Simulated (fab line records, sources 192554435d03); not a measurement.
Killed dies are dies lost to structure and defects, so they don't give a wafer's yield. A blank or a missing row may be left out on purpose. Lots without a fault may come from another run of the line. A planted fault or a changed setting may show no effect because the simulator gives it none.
fab line records | flow n5_finfet
record lots=5 wafers=12 last_day=19
route steps=1938 shown BEOL_M6@1230 BEOL_M7@1263 BEOL_M15@1830
lots that met no fault: from a run of the same line without faults
start_h: hours from the record's first day to the start of the lot's first wafer shown | wait_h: hours since the lot's step before | " the same as in the row above | L1.1+2: a row that stands for several wafers | - no value, or no start given | * or withheld: withheld | < > ~ a bound
route shown NAME@n: a module of which the file shows steps, and the number in the route of the first | usual: mean/standard deviation of fault-free wafers | same: alike in all rows | chamber/n: place in a boat | sites: the reading at each site | _std_site: their standard deviation | _edge_site: outer sites' mean less inner sites' | radius_mm: how far each site lies from the wafer's centre | mask NAME#n: copy n | behind: the tool/chamber that last shaped the wafer | hold: why the lot was held/for how many hours/how that ended | device: the transistor (n, p or np) that didn't switch | end of line: the same wafers' tests at the end of the route | a step without rows: its recipe alone | killed: dies lost to structure and defects at the first sort, not the wafer's yield | map: a wafer's dies, x killed, . not, _ none there
set.NAME: the setting as run; set.NAME@STEP: as run at that earlier step | model.NAME: the simulator's own value behind a step, which no gauge read
lots at some steps of the route; a table a step, a row a wafer
services: from which hour (start_h, from the record's first day; less than 0 if before it) a tool's chamber was out of use, for how many hours, and why
## steps
# step N5_BEOL_M6_DESCUM_33
# recipe chemistry=O2 time_s=7 source_power_w=50 bias_power_w=20 pressure_mtorr=20 rf_frequency_hz=2.712e+07 temp_c=40 resist=CAR-EUV o2_flow_sccm=225
# step N5_BEOL_M6_ETCH_72
# recipe chemistry=N2/H2 target=underlayer target_depth_a=65 mask_material=CAR-EUV time_s=5.2 ion_energy_ev=200 pressure_mtorr=30 source_w=840 bias_w=150 n2_flow_sccm=200 h2_flow_sccm=200 ends=cleared
# step N5_BEOL_M6_ETCH_65
# recipe chemistry=CF4 target=SiARC target_depth_a=156 mask_material=CAR-EUV time_s=26 ion_energy_ev=80 pressure_mtorr=40 source_w=545 bias_w=36 Ar_flow_sccm=100 cf4_flow_sccm=100 ends=cleared
# step N5_BEOL_M6_ETCH_66
# recipe chemistry=N2/H2 target=SOC target_depth_a=800 overetch_a=160 mask_material=SiARC temp_c=40 time_s=120 ion_energy_ev=200 pressure_mtorr=30 source_w=840 bias_w=150 n2_flow_sccm=200 h2_flow_sccm=200
# step N5_BEOL_M6_STRIP_69
# recipe chemistry=N2/H2 temp_c=40 n2_flow_sccm=200 h2_flow_sccm=200 rf_frequency_hz=6e+07
# step N5_BEOL_M6_STRIP_73
# recipe chemistry=N2/H2 temp_c=40 n2_flow_sccm=200 h2_flow_sccm=200 rf_frequency_hz=6e+07
# step N5_BEOL_M6_VIA_ETCH_34
# recipe chemistry=C4F6/O2 target=SiCOH_lowk target_depth_a=1263 mask_material=SOC taper_deg=4 time_s=50.9 ion_energy_ev=250 pressure_mtorr=30 source_w=345 bias_w=185 Ar_flow_sccm=300 C4F6_flow_sccm=10 O2_flow_sccm=10
# step N5_BEOL_M6_STRIP_76
# recipe chemistry=C4F6/O2 resist=SiARC rf_frequency_hz=6e+07
# step N5_BEOL_M6_STRIP_36
# recipe chemistry=N2/H2 power_w=450 temp_c=40 pressure_mtorr=20 rf_frequency_hz=6e+07 overash_fraction=0.3 bias_power_w=7 h2_frac=0.5 n2_flow_sccm=200 h2_flow_sccm=200
# step N5_BEOL_M6_TRENCH_ETCH_37
# recipe chemistry=C4F6/O2 target_depth_a=944.35 target=SiCOH_lowk time_s=31.5 ion_energy_ev=250 pressure_mtorr=30 source_w=345 bias_w=185 Ar_flow_sccm=300 C4F6_flow_sccm=10 O2_flow_sccm=10
# usual O2_flow_sccm=10.005/0.029 drypump_motor_current_A=5.6/0.43 oes_f_703_au=0.77/0.073 oes_product_au=0.77/0.06 rf_vpp_V=665/23 run_length_s=54.6/0.46 showerhead_plenum_p_Torr=2.84/0.098 throttle_valve_pct=20.92/0.2
# columns lot.wafer tool chamber start_h wait_h O2_flow_sccm drypump_motor_current_A oes_f_703_au oes_product_au rf_hours_counter_h rf_vpp_V run_length_s showerhead_plenum_p_Torr throttle_valve_pct model.BEOL_M6.feature_depth_nm model.etch.depth_nm model.TiN_of_BEOL_M6_HM_DEP_02.thk_nm
L739.1 rie_diel-01 1 197.19 - 10.011 5.7 0.76 0.79 103 680 53.7 2.77 20.80 93.2 93.23 17
L739.4 " 3 " " 10.001 5.4 0.74 0.75 137 696 55.2 2.76 21.17 94.6 94.69 16.8
L739.6 " 2 " " 10.011 5.6 0.83 0.79 - 652 54.5 2.83 20.55 93.6 93.63 17.4
L750.1 rie_diel-01 3 267.96 - 9.990 5.4 0.72 0.73 161 693 65.6 2.75 21.21 123.8 123.8 16
L750.2 " 2 " " 10.001 5.6 0.80 0.77 121 648 64.8 2.82 20.59 124.6 124.6 16.2
L754.2 rie_diel-01 3 284.91 - 9.987 5.4 0.71 0.73 168 694 65.3 2.74 21.22 124.4 124.4 16.2
L754.3 " 0 " " 10.066 6.2 0.75 0.74 165 626 55.1 2.70 20.95 96.4 96.4 16.6
L756.1 rie_diel-01 2 303.63 - 10.031 5.6 0.79 0.75 133 650 64.5 2.81 20.59 123.8 123.7 16.6
L756.2 " 0 " " 10.016 6.2 0.75 0.73 171 626 65.4 2.70 20.99 127 127.1 16.2
L757.2 rie_diel-04 3 311.29 - 9.987 5.6 0.70 0.68 248 663 54.5 2.91 20.93 93.4 93.34 17.6
L757.5 " 0 " " 10.022 5.6 0.92 0.91 - 674 54.6 3.00 20.55 100 100 17.6
L757.6 " 2 " " 10.022 4.8 0.85 0.83 - 628 54.4 2.90 21.16 96 96.08 17.6
# step N5_BEOL_M6_ETCH_41
# recipe chemistry=CH3F/O2 target=SiCN target_depth_a=297 taper_deg=2 time_s=52 ion_energy_ev=120 mask_material=TiN pressure_mtorr=30 source_w=395 bias_w=75 Ar_flow_sccm=150 CH3F_flow_sccm=30 O2_flow_sccm=20
# step N5_BEOL_M6_STRIP_80
# recipe chemistry=N2/H2 time_s=10 power_w=450 temp_c=40 pressure_mtorr=20 rf_frequency_hz=6e+07 bias_power_w=7 n2_flow_sccm=200 h2_flow_sccm=200
# step N5_BEOL_M6_OCD_MEAS_38
# usual trench_depth_nm=94.3/2.3
# columns lot.wafer tool chamber start_h wait_h trench_depth_nm
L739.1 ocd-02 - 197.34 - 92.8
L739.4 " - " " 94.7
L739.6 " - " " 93.7
L750.1 ocd-01 - 268.11 - 124.3
L750.2 " - " " 124.4
L754.2 ocd-02 - 285.07 - 124.8
L754.3 " - " " 96.2
L756.1 ocd-02 - 303.78 - 123.5
L756.2 " - " " 127.2
L757.2 ocd-01 - 311.45 - 93.4
L757.5 " - " " 100.3
L757.6 " - " " 96.3
# step N5_BEOL_M6_HM_STRIP_39
# recipe chemistry=peroxide_tin_strip material=TiN target_depth_a=250 temp_c=50 time_s=158
# step N5_BEOL_M6_SRD_40
# recipe time_s=30 temp_c=23 rinse_liquid=diw dry=ipa_marangoni
# step N5_BEOL_M6_PRECLEAN_42
# recipe chemistry=residue_remover time_s=60 temp_c=40
# step N5_BEOL_M6_SRD_43
# recipe time_s=30 temp_c=23 rinse_liquid=diw dry=ipa_marangoni
# step N5_BEOL_M6_CURE_75
# recipe temp_c=370 time_s=120 ambient=DMADMS/He material=SiCOH_lowk
# step N5_BEOL_M6_DEGAS_44
# recipe ambient=vacuum temp_c=250 time_s=60
# step N5_BEOL_M6_PRE_CLEAN_45
# recipe gas=H2/He time_s=30 temp_c=250
# step N5_BEOL_M6_ALD_77
# recipe material=TaN target_thk_a=20 temp_c=275 ald_precursor_family=PDMAT ald_co_reactant=NH3 pressure_torr=3 carrier_flow_sccm=1500 pulse_time_s=2 purge_time_s=3 co_reactant_purge_time_s=2 co_reactant_pulse_time_s=3 ald_cycles=40 precursor_vessel_temp_c=75 precursor_vessel_pressure_torr=26.25 precursor_vessel_carrier_sccm=1000
# step N5_BEOL_M6_SURFACE_TREAT_79
# recipe gas=Ar time_s=* ion_energy_ev=* ion_current_ma_cm2=0.5 pressure_mtorr=* ar_flow_sccm=30
# step N5_BEOL_M6_CVD_78
# recipe material=Co target_thk_a=20 temp_c=withheld precursor=CCTBA/H2 pressure_torr=30 time_s=142.3
# step N5_BEOL_M6_SPUTTER_48
# recipe material=Cu target_thk_a=100 temp_c=-20 bias_v=60 power_w=26000 chamber_pressure_pa=0.13 time_s=1.667
# step N5_BEOL_M6_ECD_50
# recipe material=Cu target_thk_a=3000
# step N5_BEOL_M6_ANNEAL_51
# recipe temp_c=225 time_s=90 ambient=N2
# step N5_BEOL_M6_CMP_52
# recipe stop_on=SiCOH_lowk t_overpolish_s=6.9 down_force_psi=1 platen_rpm=50 clearing_platen_down_force_psi=1.5 clearing_platen_rpm=50 post_cmp_clean=cu_alkaline target_thk_nm=80 clearing_platen_pad_velocity_m_s=0.99484 pad_velocity_m_s=0.99484
# usual clearing_platen_rpm=49.997/0.024 motor_current_A=6.2/0.61 retaining_ring_pressure_frac=0.999/0.0046
# columns lot.wafer tool chamber start_h wait_h clearing_platen_rpm motor_current_A retaining_ring_pressure_frac model.Cu_of_BEOL_M6_ECD_50.thk_nm
L739.4 cmp-03 3 200.19 0.3 49.940 7.1 1.000 82.6
L739.1 " 1 " " 50.000 5.5 1.005 77.2
L739.6 " 3 " " 49.947 7.1 1.005 82.2
L750.1 cmp-02 0 270.34 0.3 49.979 6.6 0.991 109.4
L750.2 " 1 " " 50.002 5.6 0.998 110.6
L754.2 cmp-03 3 287.95 0.2 49.976 6.7 0.994 111.8
L754.3 " 2 " " 49.999 5.8 1.004 82.4
L756.2 cmp-02 3 306.94 0.3 50.027 6.3 1.005 114
L756.1 " 0 " " 50.015 6.4 0.997 110.2
L757.2 cmp-02 3 315.14 0.3 49.960 6.5 1.001 79
L757.6 " 0 " " 50.045 6.1 1.000 83
L757.5 " 1 " " 50.031 5.6 0.998 86.2
# step N5_BEOL_M6_THK_MEAS_53
# recipe thk_meas_gauge=xrf reads=Cu_of_BEOL_M6_ECD_50
# usual M6_THK=80.1/2.8
# columns lot.wafer tool chamber start_h wait_h M6_THK[nm]
L739.1 film_metro-01 - 200.45 - 76.7
L739.4 " - " " 82.1
L739.6 " - " " 81.8
L750.1 film_metro-01 - 270.56 - 108.9
L750.2 " - " " 109.2
L754.2 film_metro-02 - 288.24 - 111.3
L754.3 " - " " 81.7
L756.1 film_metro-02 - 307.16 - 109.5
L756.2 " - " " 112.9
L757.2 film_metro-01 - 315.32 - 79.9
L757.5 " - " " 87.0
L757.6 " - " " 83.5
# step N5_BEOL_M6_PRE_CLEAN_55
# recipe gas=NH3 time_s=15 temp_c=withheld rf_power_w=300
# step N5_BEOL_M6_DEP_56
# recipe material=SiCN target_thk_a=100 temp_c=withheld precursor=3MS/NH3 pressure_torr=3 rf_w=202 time_s=17.5
# step N5_BEOL_M6_RS_MEAS_57
# recipe thk_meas_gauge=four-point-probe reads=Cu_of_BEOL_M6_ECD_50+Co_of_BEOL_M6_CVD_78+TaN_of_BEOL_M6_ALD_77
# usual M6_RS=0.285/0.012
# columns lot.wafer tool chamber start_h wait_h M6_RS[ohm/sq]
L739.1 film_metro-02 - 200.58 0.1 0.298
L739.4 " - " " 0.275
L739.6 " - " " 0.276
L750.1 film_metro-02 - 270.69 0.1 0.199
L750.2 " - " " 0.197
L754.2 film_metro-02 - 288.38 0.1 0.194
L754.3 " - " " 0.276
L756.1 film_metro-01 - 307.29 0.1 0.198
L756.2 " - " " 0.189
L757.2 film_metro-02 - 315.45 0.1 0.290
L757.5 " - " " 0.262
L757.6 " - " " 0.273
# step N5_BEOL_M7_ILD_DEP_00
# recipe material=SiCOH_lowk target_thk_a=1797.5 temp_c=300 precursor=DEMS/porogen pressure_torr=5 rf_w=500 time_s=33.4
# step N5_BEOL_M7_CURE_74
# recipe temp_c=385 time_s=240 ambient=He/Ar material=SiCOH_lowk
# step N5_BEOL_M7_PECVD_70
# recipe material=SiO2 target_thk_a=200 temp_c=400 precursor=TEOS/O2 pressure_torr=5.5 rf_w=450 teos_flow_sccm=53.8 gas=O2 flow_sccm=3000 time_s=22.7
# step N5_BEOL_M7_HM_DEP_02
# recipe material=TiN target_thk_a=200 temp_c=25 chamber_pressure_pa=0.49996
# step N5_BEOL_M7_COAT_59
# recipe resist=SOC temp_c=250 time_s=60 spin_rpm=1500 resist_thk_nm=100
# step N5_BEOL_M15_RC_MEAS_101
# usual COMB_M10=1.5e-11/3.2e-12 COMB_M11=1.5e-11/3.5e-12 COMB_M12=7e-12/1.2e-12 COMB_M13=5.8e-12/1e-12 COMB_M13_max_site=8e-12/1.8e-12 COMB_M14=4.4e-12/7.5e-13 COMB_M15=3.2e-12/5.5e-13 COMB_M5=3.8e-11/7.8e-12 COMB_M7=2.5e-11/4.9e-12 COMB_M8=2.6e-11/5.2e-12 COMB_M8_max_site=3.7e-11/8.3e-12 COMB_M9=1.6e-11/3.1e-12 SERP_M10=3.03/0.12 SERP_M11=3.11/0.11 SERP_M12=0.623/0.021 SERP_M12_max_site=0.635/0.021 SERP_M13=0.310/0.007 SERP_M14=0.159/0.0065 SERP_M5=39.5/2.4 SERP_M6=14.1/0.85 SERP_M6_max_site=14.7/0.9 SERP_M7=14.0/0.72 SERP_M8=13.9/0.82 SERP_M9=3.10/0.12
# columns lot.wafer tool chamber start_h wait_h COMB_M10[S/m] COMB_M11[S/m] COMB_M12[S/m] COMB_M13[S/m] COMB_M13_max_site[S/m] COMB_M14[S/m] COMB_M15[S/m] COMB_M5[S/m] COMB_M7[S/m] COMB_M8[S/m] COMB_M8_max_site[S/m] COMB_M9[S/m] SERP_M10[ohm/um] SERP_M11[ohm/um] SERP_M12[ohm/um] SERP_M12_max_site[ohm/um] SERP_M13[ohm/um] SERP_M14[ohm/um] SERP_M5[ohm/um] SERP_M6[ohm/um] SERP_M6_max_site[ohm/um] SERP_M7[ohm/um] SERP_M8[ohm/um] SERP_M9[ohm/um]
L739.1 prober-01 0 268.24 0.3 1.8e-11 1.4e-11 8.8e-12 5.5e-12 6.6e-12 4e-12 3.5e-12 2.6e-11 2.9e-11 2.5e-11 3.4e-11 1.9e-11 2.93 3.04 0.610 0.621 0.300 0.164 37.9 14.6 14.7 14.6 13.4 3.05
L739.4 " 0 " " 1.9e-11 1.5e-11 7.7e-12 6.6e-12 8.6e-12 3.1e-12 3.3e-12 4.5e-11 2.9e-11 1.9e-11 3.6e-11 1.9e-11 2.99 3.23 0.622 0.629 0.318 0.154 37.0 12.3 13.1 14.0 14.3 2.94
L739.6 " 0 " " 1.3e-11 1.3e-11 6.1e-12 6.4e-12 7.7e-12 5.1e-12 3.2e-12 6.3e-11 2.4e-11 1.9e-11 2.6e-11 1.2e-11 2.99 3.03 0.588 0.599 0.313 0.155 38.5 13.5 13.9 15.3 14.2 2.96
L750.1 prober-01 0 341.40 0.0 1.2e-11 1.1e-11 8.9e-12 6.4e-12 1.25e-11 4.5e-12 3.5e-12 3.2e-11 2.5e-11 2.1e-11 3.6e-11 1.8e-11 2.91 3.07 0.608 0.621 0.320 0.164 35.0 9.0 9.7 14.7 14.6 3.20
L750.2 " 0 " " 1.9e-11 1.8e-11 6.5e-12 5.1e-12 6.1e-12 5e-12 3.2e-12 3.5e-11 1.7e-11 3.6e-11 4.4e-11 2.4e-11 3.00 3.07 0.640 0.651 0.313 0.145 40.1 10.1 10.4 13.5 14.7 3.10
L754.2 prober-02 0 368.37 0.2 1.7e-11 1.3e-11 8.5e-12 5.6e-12 6.6e-12 4.6e-12 3.6e-12 4.6e-11 3.1e-11 3.2e-11 3.6e-11 1.6e-11 2.93 3.08 0.634 0.641 0.306 0.162 40.1 9.7 9.7 13.1 12.8 3.23
L754.3 " 0 " " 1.8e-11 2.1e-11 8.1e-12 4.4e-12 5.6e-12 4.8e-12 3.5e-12 5.3e-11 2.4e-11 2.2e-11 2.9e-11 1.3e-11 2.94 3.20 0.630 0.648 0.303 0.151 39.8 12.5 12.9 13.8 13.1 3.16
L756.1 prober-01 0 386.80 0.0 1.1e-11 1.1e-11 7.6e-12 8.2e-12 1.27e-11 4.9e-12 2.7e-12 3.7e-11 2.6e-11 2e-11 2.9e-11 1.6e-11 2.99 3.08 0.643 0.654 0.304 0.162 38.1 9.5 10.1 14.8 14.1 3.02
L756.2 " 0 " " 1.4e-11 1.3e-11 7.8e-12 6.1e-12 7.6e-12 3.3e-12 3.2e-12 5e-11 2.1e-11 2.7e-11 3.7e-11 1.8e-11 3.09 3.23 0.628 0.641 0.319 0.152 43.5 9.3 9.5 13.2 14.9 2.90
L757.2 prober-02 0 400.45 0.2 2e-11 1.1e-11 5.9e-12 5.8e-12 7.8e-12 3.9e-12 3.5e-12 3.3e-11 2.7e-11 2.6e-11 3.4e-11 1.7e-11 2.94 3.32 0.655 0.675 0.309 0.161 41.4 13.9 14.7 14.3 14.7 3.14
L757.5 " 0 " " 1.2e-11 1.2e-11 7.6e-12 6.4e-12 9.7e-12 5.3e-12 3e-12 4.4e-11 2.2e-11 2.9e-11 4e-11 2e-11 3.06 3.09 0.619 0.631 0.309 0.161 36.3 12.8 13.3 13.2 14.0 3.08
L757.6 " 0 " " 1.5e-11 1.2e-11 8.2e-12 6e-12 7.4e-12 4.6e-12 3.3e-12 3.2e-11 2.2e-11 3.5e-11 4.9e-11 1.4e-11 3.03 3.31 0.638 0.651 0.331 0.159 36.4 12.8 13.5 13.4 14.1 3.22
# sites SERP_M6 radius_mm=0,75,75,75,75,140,140,140,140
L739.1 14.0 14.4 14.2 14.6 14.7 14.7 14.6 14.6 14.5
L750.1 8.5 9.0 9.0 8.9 9.0 9.7 9.3 9.5 9.4
L754.2 9.1 9.5 9.7 9.5 9.6 9.7 9.7 9.7 9.7
L756.1 9.1 9.2 9.3 9.4 9.5 10.0 10.1 10.1 10.0
L757.2 14.3 14.3 14.5 14.7 13.9 13.6 13.8 13.9 13.5
## services
# columns tool chamber start_h hours kind
cmp-02 - 194.72 1.6 repair
rie_diel-04 0 204.10 - clean
rie_diel-04 0 204.10 - consumable_replace:focus_ring
rie_diel-04 0 204.10 - consumable_replace:showerhead
rie_diel-04 0 204.10 12.5 scheduled_down
rie_diel-04 0 204.10 12.5 vent_cycle
rie_diel-01 - 205.96 2.7 repair
cmp-03 - 209.31 0.3 repair
cmp-02 - 211.88 4.0 pm
cmp-02 - 215.88 - consumable_replace:conditioner
cmp-02 - 215.88 - consumable_replace:pad
rie_diel-04 1 218.53 47.5 repair
cmp-02 - 248.49 1.5 repair
cmp-02 - 265.06 3.1 repair
cmp-02 - 288.20 4.3 pm
cmp-03 - 294.10 1.2 repair
cmp-03 - 300.72 0.5 repair
rie_diel-04 1 304.65 10.7 repair
## key
first_sign step=N5_BEOL_M6_TRENCH_ETCH_37 reading=run_length_s direction=up sigmas=23 usual=* struck=*
effect step=N5_BEOL_M6_OCD_MEAS_38 reading=trench_depth_nm direction=up sigmas=13 usual=94.3 struck=124.8
effect step=N5_BEOL_M6_THK_MEAS_53 reading=M6_THK direction=up sigmas=11 usual=80.1 struck=110.4
effect step=N5_BEOL_M6_RS_MEAS_57 reading=M6_RS direction=down sigmas=7.7 usual=0.285 struck=0.195
effect step=N5_BEOL_M15_RC_MEAS_101 reading=SERP_M6 direction=down sigmas=5.3 usual=14.1 struck=9.5
model_effect step=N5_BEOL_M6_TRENCH_ETCH_37 value=BEOL_M6.feature_depth_nm without=94.12 struck=124.7
model_effect step=N5_BEOL_M6_CMP_52 value=Cu_of_BEOL_M6_ECD_50.thk_nm without=80.64 struck=111.2
met_at N5_BEOL_M6_TRENCH_ETCH_37
struck_wafers L750.1,L750.2,L754.2,L756.1,L756.2
onset_between 197.19 267.96
fault kind=process_parameter_drift tool=rie_diel-01 chamber=- onset_h=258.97 steps=N5_BEOL_M6_TRENCH_ETCH_37 channel=time_s offset=* shape=step end_h=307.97 scope=struck_wafers_only acts_in=* stated=*
